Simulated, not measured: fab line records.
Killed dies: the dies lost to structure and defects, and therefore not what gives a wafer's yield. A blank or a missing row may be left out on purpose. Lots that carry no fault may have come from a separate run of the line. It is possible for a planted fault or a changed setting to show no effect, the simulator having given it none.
Matching of chambers ; flow n5_finfet ; N5_BEOL_M6_ILD_DEP_00 on pecvd-02: 3 sister chambers
The step deposits SiCOH lowk from DEMS/porogen, target thk 179.75 nm, time 33.4 s. 6 wafers are shown with their chamber, then 11 later ones without.

WAFERS PAIRED WITH THEIR CHAMBERS
wafer;chamber;throttle_valve_pct (%);showerhead_plenum_p_Torr (Torr)
L084.5;0;14.9;5.758
L087.5;0;14.8;5.754
L088.1;2;13.6;5.711
L088.2;1;14.9;5.723
L088.5;1;14.8;5.724
L092.2;2;13.7;5.720

WAFERS WHOSE CHAMBER IS MISSING
wafer;throttle_valve_pct (%);showerhead_plenum_p_Torr (Torr)
L092.3;15.0;5.725
L092.5;13.5;5.706
L095.1;13.4;5.729
L095.3;14.9;5.755
L095.4;14.9;5.720
L097.1;13.5;5.717
L097.2;15.1;5.737
L097.3;14.7;5.744
L097.4;15.0;5.730
L097.5;14.7;5.749
L097.6;13.5;5.706

WHICH CHAMBER EACH ONE RAN IN
wafer;from the rows above;in truth
L092.3;1;1
L092.5;2;2
L095.1;2;2
L095.3;0;0
L095.4;1;1
L097.1;2;2
L097.2;can't be placed: 1 or 0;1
L097.3;can't be placed: 0 or 1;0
L097.4;1;1
L097.5;0;0
L097.6;2;2
Correctly placed: 9 of 11. From these rows, 2 cannot be placed; in 2 the true chamber is one of the candidates. Placed wrongly: 0.
How it was worked out, from the rows above alone: a wafer's distance from a chamber is the root of the sum, over the readings, of the square of ((its reading less the chamber's mean) divided by the reading's scatter). The wafer belongs to the nearest chamber; if the next one is less than 2 further off, it can't be placed. A chamber's mean is the mean of its shown wafers. The scatter is the square root of a quotient: the sum, over the shown wafers, of each reading's squared deviation from its chamber's mean, divided by wafers minus chambers.
